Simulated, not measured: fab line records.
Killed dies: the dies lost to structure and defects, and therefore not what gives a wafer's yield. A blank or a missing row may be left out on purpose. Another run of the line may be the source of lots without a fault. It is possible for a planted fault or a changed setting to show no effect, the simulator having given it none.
A lot that was struck, set against a sound lot | flow n5_finfet | 37 steps out of a route of 1938
Sound: these wafers, L717.2, L717.3, L717.5. Struck: wafer L727.6; the same lot's L727.5 was not struck, so it is left out; see the end for the cause.
Order at every step that has rows: each side's tool, ch and its chambers, its first start. Under that, the readings that differ: sound wafers | struck wafers | difference of the means | sigmas: that difference in standard deviations of wafers without a fault.
alike: readings whose means differ by less than 2 such deviations, and words and numbers that are the same on both sides. not compared: withheld readings, readings that some wafer has no value for, bounds like >300 that may hide the same value, and numbers for which the record gives no deviation and whose values overlap.
The two part at a step that has a row with sigmas, a row that says differs or no value, or rows on one side only. Non-overlapping numbers with no deviation appear without sigmas and do not part them. A reading that every wafer of one side lacks parts them only if that side has two wafers or more.

first, 9 steps without rows for these wafers: N5_PMOS_HMC_CHANNEL_EPI_EXPOSE_06 (exposes mask PMOS HMC BLK, target cd 240 nm); N5_PMOS_HMC_CHANNEL_EPI_PEB_07 (peb time 60 s); N5_PMOS_HMC_CHANNEL_EPI_DEVELOP_08 (develop time 30 s); N5_PMOS_HMC_CHANNEL_EPI_DESCUM_14 (chemistry O2, time 7.9 s); N5_PMOS_HMC_CHANNEL_EPI_ETCH_32 (etches BARC in N2/H2, stops on SiO2, target depth 85.8 nm, time 50.3 s); N5_PMOS_HMC_CHANNEL_EPI_HM_OPEN_15 (chemistry CHF3/O2, target SiO2, target depth 40.6 nm, time 20.3 s); N5_PMOS_HMC_CHANNEL_EPI_STRIP_33 (strips in N2/H2); N5_PMOS_HMC_CHANNEL_EPI_STRIP_17 (strips in SPM, time 750 s); N5_PMOS_HMC_CHANNEL_EPI_ETCH_38 (etches SiO2 in CF4, target depth 1.5 nm).
N5_PMOS_HMC_CHANNEL_EPI_FIN_RECESS_16: chemistry HBr/Cl2, target Si, target depth 54 nm, time 18 s.
  sound on rie_si-02 ch 0,2,3, day 2 06:04; struck on rie_si-02 ch 3, day 4 18:41
  reading                                                  | sound             | struck | difference | sigmas
  model.PMOS_HMC_CHANNEL_EPI.feature_depth_nm (nm)         | 52.93 54.03 55.05 | 35.09  | -18.91     |
  model.etch.depth_nm (nm)                                 | 52.93 54.03 55.05 | 35.09  | -18.91     |
  model.SiO2_of_PMOS_HMC_CHANNEL_EPI_HM_DEP_34.thk_nm (nm) | 30.41 30.34 30.34 | 32.07  | +1.71      |
  alike: drypump_motor_current_A, oes_product_au, throttle_valve_pct
  not compared: rf_hours_counter_h
then, 1 step without rows for these wafers: N5_PMOS_HMC_CHANNEL_EPI_PRECLEAN_36 (cleans in O3/DIW, time 45 s).
N5_PMOS_HMC_CHANNEL_EPI_PRECLEAN_18: cleans in DHF, time 30 s.
  sound on wet_bench-04 ch 2,3,4, day 2 06:11; struck on wet_bench-02 ch 2, day 4 18:46
  reading                                                  | sound             | struck | difference | sigmas
  model.SiO2_of_PMOS_HMC_CHANNEL_EPI_HM_DEP_34.thk_nm (nm) | 24.78 24.71 24.71 | 26.43  | +1.70      |
then, 5 steps without rows for these wafers: N5_PMOS_HMC_CHANNEL_EPI_SRD_19 (time 30 s); N5_PMOS_HMC_CHANNEL_EPI_EPI_20 (deposits SiGe30, target thk 59 nm); N5_PMOS_HMC_CHANNEL_EPI_HM_STRIP_35 (strips SiO2 in dHF, material SiO2, target depth 39.6 nm, time 216 s); N5_PMOS_HMC_CHANNEL_EPI_SRD_39 (time 30 s); N5_PMOS_HMC_CHANNEL_EPI_CMP_21 (polishes SiGe30, target thk 54 nm).
N5_PMOS_HMC_CHANNEL_EPI_THK_MEAS_22:
  sound on film_metro-02 at day 2 08:16; struck on film_metro-02 at day 4 21:23
  reading          | sound          | struck | difference | sigmas
  HMC_CMP_THK (nm) | 53.1 54.3 55.2 | 35.1   | -19.1      | -24
then, 17 steps without rows for these wafers: N5_PMOS_HMC_CHANNEL_EPI_PRECLEAN_40 (cleans in DHF, time 30 s); N5_PMOS_HMC_CHANNEL_EPI_PRECLEAN_37 (cleans in O3/DIW, time 45 s); N5_PMOS_HMC_CHANNEL_EPI_PRECLEAN_24 (cleans in DHF, time 30 s); N5_PMOS_HMC_CHANNEL_EPI_SRD_25 (time 30 s); N5_PMOS_HMC_CHANNEL_EPI_EPI_26 (deposits Si from SiH4/H2, target thk 3.8 nm, time 22.7 s); N5_FIN_SAQP_PRECLEAN_42 (cleans in O3/DIW, time 60 s); N5_FIN_SAQP_PRECLEAN_00 (cleans in SC1, time 60 s); N5_FIN_SAQP_PRECLEAN_44 (cleans in SC2, time 45 s); N5_FIN_SAQP_SRD_01 (time 30 s); N5_FIN_SAQP_ALD_61 (deposits SiO2, target thk 4 nm, pulse time 1 s, purge time 2 s); N5_FIN_SAQP_DENSIFY_62 (time 60 s); N5_FIN_SAQP_HM_DEP_03 (deposits SiNx from SiH4/NH3/N2, target thk 38 nm, time 33.6 s); N5_FIN_SAQP_PECVD_47 (deposits a-Si from SiH4/He, target thk 45 nm, time 36.3 s); N5_FIN_SAQP_PECVD_48 (deposits SiNx from SiH4/NH3/N2, target thk 25 nm, time 22.1 s); N5_FIN_SAQP_PECVD_06 (deposits a-Si from SiH4/He, target thk 60 nm, time 48.1 s); N5_FIN_SAQP_HM_DEP_72 (deposits SiO2 from SiH4/N2O, target thk 12 nm, time 7.2 s); N5_FIN_SAQP_COAT_49 (time 60 s, resist thk 100 nm).
-- a jump in the record: the struck wafers' starts before and after are 6 days apart (it breaks off in module FIN_SAQP and resumes in module BEOL_M4, where the first step shown is number 1111 of the route) --
N5_BEOL_M4_RC_MEAS_101:
  sound on prober-01 ch 0, day 8 00:25; struck on prober-01 ch 0, day 11 02:46
  reading       | sound          | struck | difference | sigmas
  CJ_P          | 6.04 5.66 5.41 | 6.57   | +0.87      | +5
  ION_P (uA/um) | 460 468 465    | 378    | -86        | -10
  alike: DIBL_N, DIBL_P, IOFF_N, IOFF_P, ION_N, SS_N, SS_P, VT_N, VT_P
-- here the record skips 4 days between the struck wafers' starts before and after, leaving off in module BEOL_M4 and picking up in module PASSIVATION (first step shown: number 1936 of the route) --
N5_PASSIVATION_PROBE_49:
  rows exist in the record for the struck wafers here (prober-02, day 15 07:16), but not for the sound ones

## WHERE THEY PART
At N5_PMOS_HMC_CHANNEL_EPI_THK_MEAS_22 first; at N5_PASSIVATION_PROBE_49 last (within this record only).

WHY: what the simulator had put in
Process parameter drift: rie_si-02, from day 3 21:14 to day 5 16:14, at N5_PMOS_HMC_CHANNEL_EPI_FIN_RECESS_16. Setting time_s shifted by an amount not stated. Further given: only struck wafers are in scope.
